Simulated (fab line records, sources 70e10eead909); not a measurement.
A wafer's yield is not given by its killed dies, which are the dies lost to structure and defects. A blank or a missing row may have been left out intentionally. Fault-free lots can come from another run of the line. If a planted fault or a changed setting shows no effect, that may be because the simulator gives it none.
Chamber matching + flow nandHarc + NHARC_A_CHANNEL_FILL_D1_ALD_02 on aldHk-01: 4 sister chambers
The step deposits SiO2, target thk 6 nm, pulse time 10 s, ald cycles 60. 16 wafers are shown with their chamber, then 7 later ones without.

== WAFERS WITH THEIR CHAMBER ==
| wafer  | chamber | heaterPowerW (W) | susceptorTempC (C) | precursorPulseHeightRel |
|--------|---------|------------------|--------------------|-------------------------|
| L716.1 | 2       | 423              | 300.18             | 1.014                   |
| L716.3 | 1       | 491              | 300.26             | 0.984                   |
| L716.5 | 3       | 387              | 299.86             | 0.987                   |
| L717.2 | 1       | 474              | 300.10             | 1.012                   |
| L717.3 | 3       | 376              | 299.84             | 0.995                   |
| L717.4 | 0       | 431              | 300.33             | 0.981                   |
| L723.2 | 2       | 435              | 299.96             | 0.977                   |
| L723.3 | 0       | 423              | 299.89             | 0.999                   |
| L723.6 | 2       | 436              | 299.94             | 1.007                   |
| L724.1 | 2       | 436              | 299.78             | 1.018                   |
| L724.4 | 1       | 502              | 299.86             | 0.966                   |
| L724.5 | 1       | 500              | 299.91             | 0.992                   |
| L725.1 | 3       | 382              | 299.85             | 0.981                   |
| L725.3 | 2       | 453              | 299.76             | 0.990                   |
| L725.5 | 3       | 380              | 299.80             | 0.999                   |
| L726.1 | 2       | 426              | 300.22             | 0.997                   |

SIGNATURES (means of the wafers above)
| reading                 | chamber 0 | chamber 1 | chamber 2 | chamber 3 | scatter within a chamber |
|-------------------------|-----------|-----------|-----------|-----------|--------------------------|
| heaterPowerW            | 427.00    | 491.75    | 434.83    | 381.25    | 9.72                     |
| susceptorTempC          | 300.1100  | 300.0325  | 299.9733  | 299.8375  | 0.18                     |
| precursorPulseHeightRel | 0.99000   | 0.98850   | 1.00050   | 0.99050   | 0.0149                   |
Rule: for a wafer and a chamber, the distance is found by dividing, reading by reading, the gap between the wafer's reading and the chamber's mean by the reading's scatter, squaring, summing and taking the root. If the next closest chamber is less than 2 further off than the closest, the wafer can't be placed; otherwise it belongs to the closest. The scatter: the root of (the sum of the squares of (reading less its chamber's mean) over the shown wafers, divided by (wafers less chambers)).

== WAFERS WHOSE CHAMBER IS MISSING ==
| wafer  | heaterPowerW (W) | susceptorTempC (C) | precursorPulseHeightRel |
|--------|------------------|--------------------|-------------------------|
| L726.3 | 422              | 300.22             | 1.028                   |
| L726.5 | 378              | 300.03             | 0.997                   |
| L729.1 | 540              | 299.83             | 1.035                   |
| L729.2 | 421              | 300.11             | 0.997                   |
| L729.6 | 380              | 300.00             | 1.002                   |
| L738.4 | 377              | 299.79             | 0.994                   |
| L738.6 | 382              | 299.71             | 1.009                   |

== THE CHAMBER EACH PASSED THROUGH ==
| wafer  | from the rows above     | in truth |
|--------|-------------------------|----------|
| L726.3 | can't be placed: 2 or 0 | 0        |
| L726.5 | 3                       | 3        |
| L729.1 | 1                       | 1        |
| L729.2 | can't be placed: 0 or 2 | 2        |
| L729.6 | 3                       | 3        |
| L738.4 | 3                       | 3        |
| L738.6 | 3                       | 3        |
Placed correctly: 5 of 7. These rows do not allow placing 2 (true chamber among the candidates in 2). 0 placed wrongly.
